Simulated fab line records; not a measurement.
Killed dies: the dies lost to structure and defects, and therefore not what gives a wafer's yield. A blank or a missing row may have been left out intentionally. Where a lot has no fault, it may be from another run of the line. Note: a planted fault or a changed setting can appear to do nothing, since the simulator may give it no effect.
What tool caused it? | flow nand_harc | Sampling: 13 lots, 36 wafers, 6 of 1302 route steps

WHAT EACH GAUGE READ, for each wafer
NHARC_A_ONON_D2_THK_MEAS_14: measures by ellipsometry. Usual: 997 nm for thk_nm, sd 12.
lot  | measured     | on            | thk_nm (nm)    | flag
L738 | day 13 06:31 | film_metro-02 | 991 993 992    |
L741 | day 14 06:27 | film_metro-01 | 994 991 993    |
L742 | day 14 12:02 | film_metro-01 | 1006 1007 1007 |
L743 | day 15 01:42 | film_metro-01 | 1004 1003 1004 |
L744 | day 15 08:34 | film_metro-02 | 983 982 983    |
L746 | day 15 23:57 | film_metro-01 | 999 998 998    |
L752 | day 18 10:44 | film_metro-01 | 668 669        | OFF
L751 | day 18 23:37 | film_metro-01 | 667 994        | OFF
L754 | day 19 14:20 | film_metro-01 | 639 969        | OFF
L757 | day 20 17:09 | film_metro-02 | 996 995 996    |
L758 | day 20 22:43 | film_metro-01 | 1009 1009 1009 |
L760 | day 22 01:15 | film_metro-01 | 996 995 994    |
L759 | day 23 06:05 | film_metro-01 | 989 990 989    |

NHARC_A_CHANNEL_HOLE_D2_OVL_MEAS_11. Usual: overlay_x_nm 0.1 nm, standard deviation 0.91; overlay_y_nm 0.0 nm, standard deviation 0.94.
lot  | measured     | on         | overlay_x_nm (nm) | overlay_y_nm (nm) | flag
L738 | day 13 19:35 | overlay-01 | 0.0 0.0 -0.1      | 0.1 0.3 0.0       |
L741 | day 14 21:23 | overlay-01 | 0.8 0.0 0.6       | 0.6 0.4 0.0       |
L742 | day 15 01:57 | overlay-01 | -1.0 -0.8 -0.4    | 1.3 1.7 1.5       |
L743 | day 15 15:05 | overlay-02 | -1.3 -1.4 -1.9    | 0.0 -0.3 -0.2     |
L744 | day 15 23:19 | overlay-02 | 0.9 0.9 0.2       | 0.5 0.3 0.3       |
L746 | day 16 13:15 | overlay-01 | -0.5 0.4 0.1      | -0.2 -0.6 0.1     |
L751 | day 19 18:29 | overlay-02 | 0.6               | -0.7              |
L754 | day 20 08:05 | overlay-02 | 0.8               | -1.3              |
L757 | day 21 07:13 | overlay-02 | -1.1 -1.3 -1.3    | -0.1 0.6 0.3      |
L758 | day 21 13:43 | overlay-01 | 0.2 -0.2 0.2      | -0.5 0.0 -0.5     |
L760 | day 22 16:37 | overlay-01 | 0.6 0.8 1.1       | -1.5 -1.2 -1.7    |
L759 | day 23 20:07 | overlay-01 | 0.4 0.5 0.7       | -1.2 -0.8 -1.9    |

NHARC_END_SORT_01. Usual: killed_at_array 58, standard deviation 15; killed_at_other 0.8, standard deviation 1.2; killed_at_periphery 3.5, standard deviation 2.5; killed_dies 62, standard deviation 15; killed_open 3.2, standard deviation 1.7; killed_short 2.4, standard deviation 1.5.
lot  | measured     | on        | killed_at_array | killed_at_other | killed_at_periphery | killed_dies | killed_open | killed_short | flag
L752 | day 30 11:59 | prober-01 | 673 674         | 1 1             | 3 2                 | 677 677     | 8 2         | 1 3          | OFF
L751 | day 31 03:28 | prober-01 | 671 38          | 4 2             | 2 3                 | 677 43      | 6 3         | 2 3          | OFF
L754 | day 31 13:25 | prober-01 | 677 62          | 0 1             | 0 5                 | 677 68      | 2 6         | 1 3          | OFF

WHICH TOOL RAN EACH LOT (tool, then ch and the chambers of the sampled wafers, then the start)
lot  | NHARC_A_CHANNEL_HOLE_D1_ETCH_16               | NHARC_A_CHANNEL_HOLE_D1_ETCH_25  | NHARC_A_ONON_D2_DEP_12
L738 | rie_diel-12 ch 0,3, day 9 10:37 or earlier    | har_etch-01 ch 0,1, day 9 10:37  | pecvd_onon-02 ch 0, day 13 06:04
L741 | rie_diel-04 ch 0,1,3, day 10 08:01 or earlier | har_etch-02 ch 0,1, day 10 08:01 | pecvd_onon-01 ch 0, day 14 05:56
L742 | rie_diel-02 ch 0,2,3, day 10 21:29 or earlier | har_etch-02 ch 0,1, day 10 21:29 | pecvd_onon-01 ch 0, day 14 11:31
L743 | rie_diel-12 ch 0,1,2, day 11 07:35 or earlier | har_etch-01 ch 0,1, day 11 07:35 | pecvd_onon-04 ch 0, day 15 01:11
L744 | rie_diel-02 ch 0,2, day 11 16:48 or earlier   | har_etch-01 ch 0,1, day 11 16:48 | pecvd_onon-01 ch 0, day 15 08:03
L746 | rie_diel-12 ch 0,1, day 12 05:44 or earlier   | har_etch-01 ch 0,1, day 12 05:44 | pecvd_onon-04 ch 0, day 15 23:29
L752 | rie_diel-02 ch 2,3, day 14 15:56 or earlier   | har_etch-01 ch 0,1, day 14 15:56 | pecvd_onon-02 ch 0, day 18 10:14
L751 | rie_diel-02 ch 0,1, day 15 00:04 or earlier   | har_etch-01 ch 0,1, day 15 00:04 | pecvd_onon-02 ch 0, day 18 23:07
L754 | rie_diel-02 ch 0,1, day 16 01:41 or earlier   | har_etch-02 ch 0, day 16 01:41   | pecvd_onon-02 ch 0, day 19 13:50
L757 | rie_diel-12 ch 2,3, day 16 22:22 or earlier   | har_etch-01 ch 0,1, day 16 22:22 | pecvd_onon-01 ch 0, day 20 16:45
L758 | rie_diel-04 ch 0,3, day 17 05:25 or earlier   | har_etch-01 ch 0, day 17 05:25   | pecvd_onon-01 ch 0, day 20 22:12
L760 | rie_diel-02 ch 0,2,3, day 18 00:26 or earlier | har_etch-01 ch 0,1, day 18 00:26 | pecvd_onon-01 ch 0, day 22 00:52
L759 | rie_diel-04 ch 0,1, day 19 13:38 or earlier   | har_etch-02 ch 0, day 19 13:38   | pecvd_onon-02 ch 0, day 23 05:38
- NHARC_A_CHANNEL_HOLE_D1_ETCH_16: etches the open film in O2/COS, target depth 3100 nm, time 806 s.
- NHARC_A_CHANNEL_HOLE_D1_ETCH_25: etches the open film in C4F8/O2/Ar, time 1040.2 s, target depth 1500 nm.
- NHARC_A_ONON_D2_DEP_12: target thk 1000 nm.

AS READ BY THE TOOLS THEMSELVES (means over the sampled wafers that have a number; for cases with no such wafer, the mark the record gives instead)
NHARC_A_CHANNEL_HOLE_D1_ETCH_16. Usual: drypump_motor_current_A 5.7 A, standard deviation 0.33; oes_product_au 1.001 a.u., standard deviation 0.0078; rf_vpp_V 314.3 V, standard deviation 1.7; showerhead_plenum_p_Torr 3.13 Torr, standard deviation 0.094; throttle_valve_pct 28.330 %, standard deviation 0.0094.
lot  | tool        | drypump_motor_current_A (A) | oes_product_au (a.u.) | rf_vpp_V (V) | showerhead_plenum_p_Torr (Torr) | throttle_valve_pct (%) | flag
L738 | rie_diel-12 | 5.4                         | 0.994                 | 313.3        | 3.08                            | 28.339                 |
L741 | rie_diel-04 | 6.0                         | 0.998                 | 314.1        | 3.10                            | 28.339                 |
L742 | rie_diel-02 | 5.8                         | 0.998                 | 315.3        | 3.17                            | 28.326                 |
L743 | rie_diel-12 | 5.3                         | 0.990                 | 315.0        | 3.18                            | 28.332                 |
L744 | rie_diel-02 | 5.7                         | 0.999                 | 315.0        | 3.14                            | 28.335                 |
L746 | rie_diel-12 | 5.3                         | 0.995                 | 315.1        | 3.16                            | 28.323                 |
L752 | rie_diel-02 | 5.8                         | 1.009                 | 315.9        | 3.17                            | 28.322                 |
L751 | rie_diel-02 | 5.6                         | 0.995                 | 312.4        | 3.06                            | 28.323                 |
L754 | rie_diel-02 | 5.6                         | 1.009                 | 314.2        | 3.06                            | 28.325                 |
L757 | rie_diel-12 | 5.9                         | 0.992                 | 313.1        | 3.10                            | 28.325                 |
L758 | rie_diel-04 | 5.8                         | 1.005                 | 314.9        | 3.21                            | 28.324                 |
L760 | rie_diel-02 | 5.8                         | 0.999                 | 314.7        | 3.16                            | 28.335                 |
L759 | rie_diel-04 | 5.7                         | 0.997                 | 312.4        | 2.97                            | 28.331                 |

NHARC_A_CHANNEL_HOLE_D1_ETCH_25. Usual: drypump_motor_current_A 5.59 A, standard deviation 0.14; oes_air_line_au 1.001 a.u., standard deviation 0.02; showerhead_plenum_p_Torr 3.64 Torr, standard deviation 0.094; throttle_valve_pct 32.234 %, standard deviation 0.0089.
lot  | tool        | drypump_motor_current_A (A) | oes_air_line_au (a.u.) | showerhead_plenum_p_Torr (Torr) | throttle_valve_pct (%) | flag
L738 | har_etch-01 | 5.58                        | 1.017                  | 3.66                            | 32.227                 |
L741 | har_etch-02 | 5.72                        | 0.993                  | 3.73                            | 32.235                 |
L742 | har_etch-02 | 5.66                        | 1.011                  | 3.71                            | 32.238                 |
L743 | har_etch-01 | 5.47                        | 1.014                  | 3.59                            | 32.227                 |
L744 | har_etch-01 | 5.45                        | 1.002                  | 3.58                            | 32.233                 |
L746 | har_etch-01 | 5.57                        | 0.980                  | 3.64                            | 32.229                 |
L752 | har_etch-01 | 5.53                        | 0.989                  | 3.59                            | 32.237                 |
L751 | har_etch-01 | 5.50                        | 1.014                  | 3.59                            | 32.232                 |
L754 | har_etch-02 | 5.59                        | 0.967                  | 3.65                            | 32.225                 |
L757 | har_etch-01 | 5.47                        | 0.993                  | 3.54                            | 32.233                 |
L758 | har_etch-01 | 5.38                        | 0.991                  | 3.47                            | 32.235                 |
L760 | har_etch-01 | 5.56                        | 1.016                  | 3.60                            | 32.241                 |
L759 | har_etch-02 | 5.58                        | 1.012                  | 3.63                            | 32.230                 |

THE ANSWER, worked out from the rows above alone
Rule: a lot is off if the mean of its wafers that have a number lies more than 3 standard deviations from the usual mean. Also off: a lot with no number at a reading for which 4 or more lots have one. All remaining lots with rows at the step are treated as sound. The gauges are gone through in route order, then the tools' own readings, and for those a lot's mean is taken as printed above. The first step at which some lot is off is used, and at that step the reading that is off furthest; a lot without a number counts as furthest.
Off at NHARC_A_ONON_D2_THK_MEAS_14 (thk_nm): L752, L751, L754.
If a tool, at a process step before that reading, ran all the lots that are off and no sound lot after the first of them, it fits. Not tried: the gauges at NHARC_A_ONON_D2_THK_MEAS_14; whatever is off there is also off at NHARC_END_SORT_01, on other tools, and gauge error can't account for it. NHARC_A_CHANNEL_HOLE_D1_ETCH_16 gives no start for some lots, so the hours and the order of its lots are those of NHARC_A_CHANNEL_HOLE_D1_ETCH_25. Not one of the candidates tried fits.

WHAT HAD BEEN PUT IN BY THE SIMULATOR
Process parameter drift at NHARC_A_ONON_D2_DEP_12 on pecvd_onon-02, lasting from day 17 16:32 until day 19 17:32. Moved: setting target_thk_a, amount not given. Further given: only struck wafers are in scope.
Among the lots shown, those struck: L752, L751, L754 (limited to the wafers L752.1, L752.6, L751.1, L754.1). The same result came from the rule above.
